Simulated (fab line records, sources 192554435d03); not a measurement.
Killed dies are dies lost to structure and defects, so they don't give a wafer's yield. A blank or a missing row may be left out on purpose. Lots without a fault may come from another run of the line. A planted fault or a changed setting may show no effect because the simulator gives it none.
fab line records | flow n5_finfet
record lots=24 wafers=72 last_day=17
route steps=1938 shown BEOL_M0@749 BEOL_M1@787
lots that met no fault: from a run of the same line without faults
start_h: hours from the record's first day to the start of the lot's first wafer shown | wait_h: hours since the lot's step before | " the same as in the row above | L1.1+2: a row that stands for several wafers | - no value, or no start given | * or withheld: withheld | < > ~ a bound
route shown NAME@n: a module of which the file shows steps, and the number in the route of the first | usual: mean/standard deviation of fault-free wafers | same: alike in all rows | chamber/n: place in a boat | sites: the reading at each site | _std_site: their standard deviation | _edge_site: outer sites' mean less inner sites' | radius_mm: how far each site lies from the wafer's centre | mask NAME#n: copy n | behind: the tool/chamber that last shaped the wafer | hold: why the lot was held/for how many hours/how that ended | device: the transistor (n, p or np) that didn't switch | end of line: the same wafers' tests at the end of the route | a step without rows: its recipe alone | killed: dies lost to structure and defects at the first sort, not the wafer's yield | map: a wafer's dies, x killed, . not, _ none there
set.NAME: the setting as run; set.NAME@STEP: as run at that earlier step | model.NAME: the simulator's own value behind a step, which no gauge read
steps of the route over a sample of lots; a table a step, a row a wafer
services: from which hour (start_h, from the record's first day; less than 0 if before it) a tool's chamber was out of use, for how many hours, and why
## steps
# step N5_BEOL_M0_RS_MEAS_126
# recipe thk_meas_gauge=four-point-probe reads=Co_of_BEOL_M0_CO_CAP_123+Cu_of_BEOL_M0_ECD_118+Co_of_BEOL_M0_CVD_115+TaN_of_BEOL_M0_ALD_136
# usual M0_RS=0.534/0.017
# columns lot.wafer tool chamber start_h wait_h M0_RS[ohm/sq]
L074.1 film_metro-02 - 128.57 0.0 0.543
L074.3 " - " " 0.520
L074.6 " - " " 0.523
L075.1 film_metro-01 - 131.40 0.0 0.537
L075.3 " - " " 0.540
L075.4 " - " " 0.513
L076.1 film_metro-02 - 135.95 0.0 0.554
L076.4 " - " " 0.527
L076.6 " - " " 0.506
L078.2 film_metro-02 - 143.80 0.1 0.524
L078.3 " - " " 0.544
L078.6 " - " " 0.526
L077.2 film_metro-02 - 146.15 0.1 0.526
L077.5 " - " " 0.514
L077.6 " - " " 0.520
L079.3 film_metro-01 - 152.98 0.1 0.532
L079.5 " - " " 0.518
L079.6 " - " " 0.521
L080.2 film_metro-01 - 153.54 0.1 0.537
L080.3 " - " " 0.559
L080.4 " - " " 0.539
L081.3 film_metro-02 - 162.73 0.1 0.550
L081.4 " - " " 0.541
L081.5 " - " " 0.523
L082.2 film_metro-02 - 168.76 0.1 0.536
L082.4 " - " " 0.525
L082.5 " - " " 0.526
L083.1 film_metro-01 - 169.33 0.0 0.525
L083.2 " - " " 0.531
L083.4 " - " " 0.521
L084.1 film_metro-01 - 179.50 0.0 0.527
L084.2 " - " " 0.532
L084.3 " - " " 0.518
L085.1 film_metro-01 - 184.96 0.1 0.513
L085.3 " - " " 0.529
L085.4 " - " " 0.534
L086.1 film_metro-02 - 195.68 0.0 0.542
L086.2 " - " " 0.527
L086.4 " - " " 0.507
L087.2 film_metro-01 - 199.93 0.1 0.546
L087.4 " - " " 0.528
L087.6 " - " " 0.552
L089.1 film_metro-01 - 209.30 0.0 0.547
L089.3 " - " " 0.524
L089.6 " - " " 0.536
L088.1 film_metro-02 - 211.24 0.1 0.544
L088.3 " - " " 0.526
L088.4 " - " " 0.532
L090.2 film_metro-02 - 220.84 0.1 0.541
L090.4 " - " " 0.523
L090.5 " - " " 0.519
L091.1 film_metro-01 - 223.48 0.0 0.572
L091.4 " - " " 0.555
L091.6 " - " " 0.553
L092.1 film_metro-02 - 232.35 0.1 0.537
L092.4 " - " " 0.522
L092.5 " - " " 0.514
L093.3 film_metro-01 - 238.71 0.1 0.556
L093.4 " - " " 0.532
L093.5 " - " " 0.550
L094.1 film_metro-01 - 247.82 0.0 0.522
L094.2 " - " " 0.511
L094.5 " - " " 0.508
L095.2 film_metro-01 - 251.59 0.1 0.534
L095.3 " - " " 0.537
L095.4 " - " " 0.553
L096.1 film_metro-01 - 256.96 0.0 0.558
L096.4 " - " " 0.570
L096.5 " - " " 0.556
L097.2 film_metro-02 - 263.09 0.1 0.561
L097.3 " - " " 0.543
L097.4 " - " " 0.551
# step N5_BEOL_M1_OVL_MEAS_29
# recipe points_per_wafer=522
# usual V0_OVL=-0.4/0.75
# columns lot.wafer tool chamber start_h wait_h V0_OVL[nm]
L074.1 overlay-01 0 130.49 0.0 0.3
L074.3 " 0 " " 0.2
L074.6 " 0 " " 0.0
L075.1 overlay-02 0 134.10 0.0 -0.8
L075.3 " 0 " " -0.8
L075.4 " 0 " " -0.5
L076.1 overlay-01 0 140.12 0.0 -0.5
L076.4 " 0 " " -1.9
L076.6 " 0 " " -1.1
L078.2 overlay-01 0 146.21 0.0 -0.8
L078.3 " 0 " " -1.0
L078.6 " 0 " " 0.0
L077.2 overlay-01 0 150.51 0.0 0.3
L077.5 " 0 " " -0.9
L077.6 " 0 " " -0.4
L079.3 overlay-02 0 156.55 0.0 -0.5
L079.5 " 0 " " -0.3
L079.6 " 0 " " -0.3
L080.2 overlay-02 0 157.22 0.0 -1.1
L080.3 " 0 " " -0.7
L080.4 " 0 " " -1.2
L081.3 overlay-01 0 166.19 0.0 0.4
L081.4 " 0 " " 0.6
L081.5 " 0 " " 0.6
L082.2 overlay-01 0 171.12 0.0 -0.5
L082.4 " 0 " " -1.5
L082.5 " 0 " " -0.9
L083.1 overlay-01 0 173.85 0.0 0.3
L083.2 " 0 " " 0.3
L083.4 " 0 " " -0.8
L084.1 overlay-01 0 182.74 0.0 -2.0
L084.2 " 0 " " -2.5
L084.3 " 0 " " -2.8
L085.1 overlay-02 0 187.57 0.0 -0.8
L085.3 " 0 " " -0.8
L085.4 " 0 " " 0.0
L086.1 overlay-02 0 197.34 0.0 0.7
L086.2 " 0 " " -0.2
L086.4 " 0 " " -0.5
L087.2 overlay-02 0 203.75 0.0 -1.5
L087.4 " 0 " " -0.8
L087.6 " 0 " " -0.7
L089.1 overlay-02 0 211.37 0.0 -1.3
L089.3 " 0 " " -0.5
L089.6 " 0 " " -0.7
L088.1 overlay-01 0 214.39 0.0 -1.1
L088.3 " 0 " " -0.3
L088.4 " 0 " " 0.8
L090.2 overlay-02 0 223.18 0.0 0.4
L090.4 " 0 " " -0.6
L090.5 " 0 " " 0.3
L091.1 overlay-01 0 225.71 0.0 0.3
L091.4 " 0 " " 0.4
L091.6 " 0 " " -0.5
L092.1 overlay-01 0 234.99 0.0 -0.4
L092.4 " 0 " " -0.6
L092.5 " 0 " " -0.9
L093.3 overlay-01 0 241.11 0.0 1.1
L093.4 " 0 " " 0.6
L093.5 " 0 " " 0.1
L094.1 overlay-01 0 250.76 0.0 -0.4
L094.2 " 0 " " 0.2
L094.5 " 0 " " -0.2
L095.2 overlay-01 0 254.86 0.0 0.6
L095.3 " 0 " " -0.4
L095.4 " 0 " " -0.3
L096.1 overlay-01 0 259.65 0.0 0.0
L096.4 " 0 " " 0.1
L096.5 " 0 " " 0.1
L097.2 overlay-02 0 265.12 0.0 -0.1
L097.3 " 0 " " -0.1
L097.4 " 0 " " -0.6
# step N5_BEOL_M1_ETCH_77
# recipe chemistry=N2/H2 target=underlayer target_depth_a=65 mask_material=CAR-EUV time_s=5.2 ion_energy_ev=200 pressure_mtorr=30 source_w=840 bias_w=150 n2_flow_sccm=200 h2_flow_sccm=200 ends=cleared
# usual drypump_motor_current_A=5.8/0.41 etch_rf_on_time_s=5.19/0.12 oes_product_au=0.67/0.069 rf_fwd_power_W=819.0/2.4 rf_vpp_V=523.4/2.3 showerhead_plenum_p_Torr=2.52/0.069 throttle_valve_pct=17.89/0.27
# columns lot.wafer tool chamber start_h wait_h drypump_motor_current_A etch_rf_on_time_s oes_product_au rf_fwd_power_W rf_hours_counter_h rf_vpp_V showerhead_plenum_p_Torr throttle_valve_pct
L074.1 rie_diel-02 3 130.62 0.0 6.3 5.06 0.75 821.1 53 524.8 2.58 17.94
L074.3 " 2 " " 6.0 5.35 0.62 817.4 144 526.3 2.64 18.02
L074.6 " 2 " " 6.0 5.37 0.62 818.2 - 528.0 2.64 18.00
L075.1 rie_diel-02 0 134.23 0.0 5.0 5.06 0.76 819.1 28 520.2 2.48 17.71
L075.3 " 2 " " 6.0 5.33 0.62 819.5 146 526.8 2.64 18.01
L075.4 " 2 " " 6.0 5.38 0.62 821.0 - 525.5 2.64 18.00
L076.1 rie_diel-01 2 140.25 0.0 5.9 5.09 0.68 824.8 143 521.3 2.56 18.11
L076.4 " 2 " " 5.9 5.11 0.68 817.2 - 523.8 2.56 18.08
L076.6 " 3 " " 6.2 5.15 0.67 822.1 - 522.0 2.44 17.70
L078.2 rie_diel-01 3 146.33 0.0 6.2 5.16 0.66 817.6 136 520.8 2.44 17.69
L078.3 " 2 " " 5.9 5.09 0.67 816.9 146 524.5 2.56 18.10
L078.6 " 1 " " 5.5 5.19 0.64 815.8 - 519.7 2.43 17.54
L077.2 rie_diel-06 3 150.63 0.0 5.3 5.17 0.63 821.3 195 527.3 2.63 18.12
L077.5 " 0 " " 5.6 5.22 0.59 816.5 - 522.9 2.48 18.16
L077.6 " 1 " " 5.5 5.26 0.63 815.8 - 524.3 2.55 17.44
L079.3 rie_diel-01 3 156.87 0.0 6.2 5.22 0.66 816.4 140 524.2 2.44 17.71
L079.5 " 1 " " 5.4 5.30 0.64 822.0 - 521.8 2.42 17.55
L079.6 " 3 " " 6.2 5.16 0.66 817.3 - 520.8 2.44 17.73
L080.2 rie_diel-01 2 157.34 0.0 5.8 5.18 0.67 818.4 151 524.3 2.56 18.10
L080.3 " 1 " " 5.4 5.25 0.64 815.9 160 520.6 2.42 17.52
L080.4 " 1 " " 5.4 5.28 0.63 819.9 - 519.7 2.42 17.52
L081.3 rie_diel-02 2 166.35 0.0 6.0 5.32 0.62 818.3 158 526.3 2.64 18.04
L081.4 " 0 " " 5.0 5.05 0.75 817.8 41 520.8 2.47 17.73
L081.5 " 1 " " 5.8 5.37 0.58 818.9 - 523.1 2.51 18.49
L082.2 rie_diel-02 2 171.24 0.0 6.0 5.30 0.61 824.2 160 525.2 2.64 18.02
L082.4 " 0 " " 5.0 5.05 0.75 817.7 43 521.4 2.47 17.73
L082.5 " 0 " " 5.0 5.06 0.74 819.8 - 523.0 2.47 17.72
L083.1 rie_diel-02 0 173.98 0.0 5.0 5.12 0.74 821.2 44 522.8 2.47 17.73
L083.2 " 3 " " 6.3 5.11 0.71 818.8 70 525.3 2.57 17.95
L083.4 " 2 " " 6.0 5.39 0.61 819.2 161 527.8 2.64 18.04
L084.1 rie_diel-02 2 182.86 0.0 6.0 5.41 0.62 818.5 165 526.6 2.63 18.03
L084.2 " 0 " " 5.0 5.12 0.74 815.6 47 520.9 2.47 17.74
L084.3 " 1 " " 5.8 5.37 0.59 820.2 242 527.3 2.51 18.50
L085.1 rie_diel-01 3 187.69 0.0 6.2 5.21 0.65 819.2 152 520.9 2.43 17.72
L085.3 " 2 " " 5.9 5.19 0.66 825.2 163 523.0 2.55 18.11
L085.4 " 1 " " 5.5 5.26 0.63 818.3 172 520.5 2.42 17.58
L086.1 rie_diel-06 0 197.47 0.0 5.6 5.12 0.82 817.6 0 523.9 2.48 17.71
L086.2 " 3 " " 5.3 5.23 0.62 819.2 208 528.4 2.63 18.13
L086.4 " 1 " " 5.5 5.32 0.63 819.0 167 524.1 2.54 17.49
L087.2 rie_diel-06 2 203.87 0.0 6.2 5.10 0.61 815.0 197 522.9 2.51 18.17
L087.4 " 1 " " 5.5 5.28 0.61 815.6 169 524.3 2.54 17.47
L087.6 " 2 " " 6.2 5.14 0.61 814.7 - 525.5 2.51 18.16
L089.1 rie_diel-01 2 211.50 0.0 5.8 5.17 0.66 815.1 169 522.7 2.55 18.14
L089.3 " 1 " " 5.5 5.30 0.62 815.4 179 519.7 2.42 17.59
L089.6 " 2 " " 5.8 5.22 0.65 819.4 - 525.6 2.55 18.14
L088.1 rie_diel-02 2 214.51 0.0 6.0 5.37 0.61 819.8 176 527.3 2.63 18.07
L088.3 " 3 " " 6.3 5.03 0.71 814.9 84 526.1 2.57 17.97
L088.4 " 3 " " 6.3 5.02 0.71 818.6 - 525.1 2.57 18.00
L090.2 rie_diel-06 2 223.31 0.0 6.2 5.13 0.61 816.8 202 521.8 2.51 18.13
L090.4 " 0 " " 5.6 5.19 0.78 817.1 7 520.3 2.48 17.72
L090.5 " 1 " " 5.5 5.28 0.62 821.0 - 525.0 2.54 17.50
L091.1 rie_diel-01 0 225.84 0.0 6.4 5.02 0.80 819.1 17 520.9 2.48 17.38
L091.4 " 3 " " 6.2 5.14 0.65 817.2 163 522.1 2.43 17.73
L091.6 " 1 " " 5.4 5.24 0.62 812.7 - 520.1 2.41 17.60
L092.1 rie_diel-02 1 235.75 0.0 5.8 5.32 0.83 820.4 3 522.3 2.50 18.13
L092.4 " 3 " " 6.3 5.12 0.70 818.5 92 525.1 2.56 17.98
L092.5 " 1 " " 5.8 5.32 0.84 821.7 - 522.4 2.50 18.13
L093.3 rie_diel-06 0 241.23 0.0 5.7 5.06 0.78 818.1 13 523.0 2.48 17.72
L093.4 " 1 " " 5.5 5.28 0.62 816.7 181 522.4 2.54 17.48
L093.5 " 1 " " 5.5 5.20 0.61 817.6 - 522.2 2.54 17.51
L094.1 rie_diel-02 3 251.14 0.0 6.4 5.09 0.69 821.2 97 524.3 2.56 18.00
L094.2 " 1 " " 5.8 5.22 0.82 819.7 8 524.8 2.50 18.13
L094.5 " 2 " " 6.0 5.36 0.59 819.0 - 527.2 2.62 18.08
L095.2 rie_diel-01 3 255.04 0.0 6.2 5.24 0.63 821.3 168 519.7 2.43 17.75
L095.3 " 2 " " 5.9 5.19 0.64 816.5 183 522.1 2.55 18.15
L095.4 " 0 " " 6.3 5.03 0.78 818.8 28 523.2 2.47 17.36
L096.1 rie_diel-02 3 259.79 0.0 6.3 5.08 0.69 820.8 100 524.6 2.56 18.02
L096.4 " 2 " " 6.0 5.37 0.59 820.0 192 524.9 2.62 18.08
L096.5 " 2 " " 6.0 5.36 0.59 817.9 - 526.8 2.62 18.11
L097.2 rie_diel-02 3 265.24 0.0 6.3 5.12 0.69 822.5 101 524.6 2.56 18.01
L097.3 " 0 " " 5.0 5.12 0.71 818.0 69 523.7 2.46 17.78
L097.4 " 1 " " 5.8 5.33 0.81 818.4 12 520.5 2.50 18.17
# step N5_BEOL_M1_ANNEAL_49
# recipe temp_c=400 time_s=240 ambient=vacuum
# usual heater_power_w=812/97 susceptor_temp_C_max=401.1/0.4
# columns lot.wafer tool chamber start_h wait_h heater_power_w susceptor_temp_C_max
L074.1 pvd_sputter-01 - 137.88 0.0 889 400.8
L074.3 " - " " 798 400.2
L074.6 " - " " 902 401.1
L075.1 pvd_sputter-01 - 146.68 0.0 1012 401.4
L075.3 " - " " 773 400.3
L075.4 " - " " 730 401.1
L076.1 pvd_sputter-01 - 152.18 0.0 1007 400.8
L076.4 " - " " 738 400.7
L076.6 " - " " 904 400.6
L078.2 pvd_sputter-02 - 153.01 0.0 834 400.9
L078.3 " - " " 672 400.9
L078.6 " - " " 769 401.7
L077.2 pvd_sputter-03 - 162.63 0.0 765 401.6
L077.5 " - " " 749 401.6
L077.6 " - " " 776 401.8
L079.3 pvd_sputter-02 - 162.93 0.0 781 401.2
L079.5 " - " " 845 401.0
L079.6 " - " " 731 401.2
L080.2 pvd_sputter-03 - 165.77 0.0 748 401.8
L080.3 " - " " 784 401.1
L080.4 " - " " 743 401.0
L081.3 pvd_sputter-03 - 179.05 0.0 752 401.4
L081.4 " - " " 768 401.1
L081.5 " - " " 750 400.9
L082.2 pvd_sputter-02 - 185.01 0.0 843 401.1
L082.4 " - " " 675 400.7
L082.5 " - " " 965 401.3
L083.1 pvd_sputter-02 - 197.38 0.0 953 401.0
L083.2 " - " " 682 401.0
L083.4 " - " " 765 401.7
L084.1 pvd_sputter-03 - 199.04 0.0 781 401.3
L084.2 " - " " 756 401.1
L084.3 " - " " 761 400.9
L085.1 pvd_sputter-02 - 200.54 0.0 814 400.8
L085.3 " - " " 952 401.4
L085.4 " - " " 758 401.4
L086.1 pvd_sputter-01 - 207.51 0.0 715 400.8
L086.2 " - " " 888 401.3
L086.4 " - " " 988 400.6
L087.2 pvd_sputter-01 - 217.41 0.0 874 401.0
L087.4 " - " " 981 401.0
L087.6 " - " " 871 400.8
L089.1 pvd_sputter-03 - 218.32 0.0 766 400.8
L089.3 " - " " 741 401.0
L089.6 " - " " 787 401.4
L088.1 pvd_sputter-02 - 224.93 0.0 696 401.5
L088.3 " - " " 734 401.8
L088.4 " - " " 938 401.3
L090.2 pvd_sputter-01 - 233.88 0.0 1004 401.0
L090.4 " - " " 900 401.0
L090.5 " - " " 782 400.4
L091.1 pvd_sputter-02 - 241.01 0.0 696 400.8
L091.4 " - " " 755 401.3
L091.6 " - " " 751 401.4
L092.1 pvd_sputter-03 - 246.21 0.0 733 402.0
L092.4 " - " " 767 401.1
L092.5 " - " " 730 401.4
L093.3 pvd_sputter-02 - 247.91 0.0 734 401.3
L093.4 " - " " 684 401.6
L093.5 " - " " 819 401.1
L094.1 pvd_sputter-01 - 259.92 0.0 914 401.1
L094.2 " - " " 991 400.4
L094.5 " - " " 988 400.5
L095.2 pvd_sputter-03 - 264.15 0.0 761 401.7
L095.3 " - " " 755 401.1
L095.4 " - " " 766 400.8
L096.1 pvd_sputter-01 - 266.86 0.0 771 400.7
L096.4 " - " " 1012 400.9
L096.5 " - " " 1010 401.1
L097.2 pvd_sputter-01 - 274.25 0.0 997 400.8
L097.3 " - " " 914 401.0
L097.4 " - " " 732 400.8
# step N5_BEOL_M1_SPUTTER_79
# recipe material=Cu target_thk_a=45 temp_c=-20 chamber_pressure_pa=0.07 power_w=withheld time_s=8.29
# usual throttle_valve_pct=29.8/0.98
# columns lot.wafer tool chamber start_h wait_h throttle_valve_pct
L074.1 pvd_sputter-01 - 138.02 0.1 30.4
L074.3 " - " " 27.5
L074.6 " - " " 30.8
L075.1 pvd_sputter-01 - 146.82 0.1 30.4
L075.3 " - " " 27.7
L075.4 " - " " 29.7
L076.1 pvd_sputter-01 - 152.32 0.1 30.0
L076.4 " - " " 29.8
L076.6 " - " " 30.4
L078.2 pvd_sputter-02 - 153.15 0.1 29.9
L078.3 " - " " 29.8
L078.6 " - " " 28.9
L077.2 pvd_sputter-03 - 162.77 0.1 29.7
L077.5 " - " " 31.8
L077.6 " - " " 30.6
L079.3 pvd_sputter-02 - 163.07 0.1 28.6
L079.5 " - " " 30.4
L079.6 " - " " 28.9
L080.2 pvd_sputter-03 - 165.91 0.1 31.6
L080.3 " - " " 30.6
L080.4 " - " " 29.8
L081.3 pvd_sputter-03 - 179.19 0.1 29.7
L081.4 " - " " 30.7
L081.5 " - " " 29.5
L082.2 pvd_sputter-02 - 185.15 0.1 29.8
L082.4 " - " " 29.7
L082.5 " - " " 30.4
L083.1 pvd_sputter-02 - 197.52 0.1 29.9
L083.2 " - " " 29.8
L083.4 " - " " 28.9
L084.1 pvd_sputter-03 - 199.18 0.1 30.5
L084.2 " - " " 29.7
L084.3 " - " " 29.6
L085.1 pvd_sputter-02 - 200.68 0.1 30.2
L085.3 " - " " 30.0
L085.4 " - " " 28.7
L086.1 pvd_sputter-01 - 207.65 0.1 29.6
L086.2 " - " " 30.3
L086.4 " - " " 30.1
L087.2 pvd_sputter-01 - 217.55 0.1 30.8
L087.4 " - " " 30.2
L087.6 " - " " 30.6
L089.1 pvd_sputter-03 - 218.46 0.1 29.5
L089.3 " - " " 29.8
L089.6 " - " " 30.7
L088.1 pvd_sputter-02 - 225.07 0.1 29.8
L088.3 " - " " 28.6
L088.4 " - " " 30.0
L090.2 pvd_sputter-01 - 234.02 0.1 30.0
L090.4 " - " " 30.3
L090.5 " - " " 27.3
L091.1 pvd_sputter-02 - 241.15 0.1 29.8
L091.4 " - " " 28.5
L091.6 " - " " 29.0
L092.1 pvd_sputter-03 - 246.35 0.1 31.9
L092.4 " - " " 29.7
L092.5 " - " " 31.4
L093.3 pvd_sputter-02 - 248.05 0.1 28.8
L093.4 " - " " 29.9
L093.5 " - " " 30.2
L094.1 pvd_sputter-01 - 260.06 0.1 30.4
L094.2 " - " " 30.1
L094.5 " - " " 30.2
L095.2 pvd_sputter-03 - 264.29 0.1 29.5
L095.3 " - " " 30.6
L095.4 " - " " 29.7
L096.1 pvd_sputter-01 - 267.00 0.1 27.4
L096.4 " - " " 30.1
L096.5 " - " " 30.4
L097.2 pvd_sputter-01 - 274.39 0.1 30.2
L097.3 " - " " 30.5
L097.4 " - " " 29.8
# step N5_BEOL_M1_ANNEAL_82
# recipe temp_c=400 time_s=240 ambient=vacuum
# usual heater_power_w=812/97 susceptor_temp_C_max=401.0/0.36
# columns lot.wafer tool chamber start_h wait_h heater_power_w susceptor_temp_C_max
L074.1 pvd_sputter-01 - 138.32 0.0 893 401.2
L074.3 " - " " 760 400.5
L074.6 " - " " 905 401.4
L075.1 pvd_sputter-01 - 147.12 0.0 1007 400.5
L075.3 " - " " 790 401.2
L075.4 " - " " 715 400.9
L076.1 pvd_sputter-01 - 152.62 0.0 1008 400.9
L076.4 " - " " 717 400.7
L076.6 " - " " 886 400.9
L078.2 pvd_sputter-02 - 153.45 0.0 821 401.0
L078.3 " - " " 690 401.2
L078.6 " - " " 761 400.9
L077.2 pvd_sputter-03 - 163.07 0.0 744 400.9
L077.5 " - " " 732 401.1
L077.6 " - " " 778 401.1
L079.3 pvd_sputter-02 - 163.37 0.0 760 401.0
L079.5 " - " " 807 400.9
L079.6 " - " " 774 401.1
L080.2 pvd_sputter-03 - 166.21 0.0 742 401.8
L080.3 " - " " 761 401.3
L080.4 " - " " 762 401.1
L081.3 pvd_sputter-03 - 179.49 0.0 765 400.8
L081.4 " - " " 764 401.5
L081.5 " - " " 760 401.0
L082.2 pvd_sputter-02 - 185.45 0.0 808 401.1
L082.4 " - " " 672 400.9
L082.5 " - " " 966 401.1
L083.1 pvd_sputter-02 - 197.82 0.0 971 401.1
L083.2 " - " " 668 401.7
L083.4 " - " " 747 401.8
L084.1 pvd_sputter-03 - 199.48 0.0 777 401.6
L084.2 " - " " 751 400.4
L084.3 " - " " 748 400.8
L085.1 pvd_sputter-02 - 200.98 0.0 835 400.8
L085.3 " - " " 948 401.1
L085.4 " - " " 764 401.3
L086.1 pvd_sputter-01 - 207.95 0.0 724 400.2
L086.2 " - " " 873 401.2
L086.4 " - " " 1015 400.4
L087.2 pvd_sputter-01 - 217.85 0.0 891 400.6
L087.4 " - " " 1023 400.7
L087.6 " - " " 888 400.7
L089.1 pvd_sputter-03 - 218.76 0.0 759 401.0
L089.3 " - " " 731 401.1
L089.6 " - " " 768 401.3
L088.1 pvd_sputter-02 - 225.37 0.0 696 400.7
L088.3 " - " " 772 401.3
L088.4 " - " " 967 400.5
L090.2 pvd_sputter-01 - 234.32 0.0 1001 400.8
L090.4 " - " " 897 401.3
L090.5 " - " " 769 400.6
L091.1 pvd_sputter-02 - 241.45 0.0 680 401.4
L091.4 " - " " 766 401.2
L091.6 " - " " 744 401.1
L092.1 pvd_sputter-03 - 246.65 0.0 725 401.3
L092.4 " - " " 754 400.7
L092.5 " - " " 720 401.2
L093.3 pvd_sputter-02 - 248.35 0.0 743 401.4
L093.4 " - " " 689 401.5
L093.5 " - " " 842 401.6
L094.1 pvd_sputter-01 - 260.36 0.0 878 401.1
L094.2 " - " " 997 400.4
L094.5 " - " " 1006 400.5
L095.2 pvd_sputter-03 - 264.59 0.0 748 400.9
L095.3 " - " " 768 401.3
L095.4 " - " " 766 401.2
L096.1 pvd_sputter-01 - 267.30 0.0 786 400.4
L096.4 " - " " 1024 400.3
L096.5 " - " " 1005 400.7
L097.2 pvd_sputter-01 - 274.69 0.0 990 400.6
L097.3 " - " " 888 400.9
L097.4 " - " " 739 400.6
## services
# columns tool chamber start_h hours kind
rie_diel-02 - 113.36 0.2 repair
rie_diel-01 0 117.13 8.1 repair
rie_diel-02 1 122.10 29.3 repair
rie_diel-01 0 125.25 - clean
rie_diel-01 0 125.25 - consumable_replace:focus_ring
rie_diel-01 0 125.25 36.8 scheduled_down
rie_diel-01 0 125.25 36.8 vent_cycle
rie_diel-06 3 134.11 4.1 repair
pvd_sputter-03 - 152.30 1.4 repair
rie_diel-06 0 170.31 - clean
rie_diel-06 0 170.31 - consumable_replace:focus_ring
rie_diel-06 0 170.31 24.4 scheduled_down
rie_diel-06 0 170.31 24.4 vent_cycle
rie_diel-06 - 176.96 1.2 repair
rie_diel-06 2 204.70 3.3 repair
rie_diel-02 1 208.27 - clean
rie_diel-02 1 208.27 - consumable_replace:focus_ring
rie_diel-02 1 208.27 17.2 scheduled_down
rie_diel-02 1 208.27 17.2 vent_cycle
rie_diel-02 0 242.88 8.6 repair
rie_diel-06 - 246.07 0.3 repair
## key
fault none
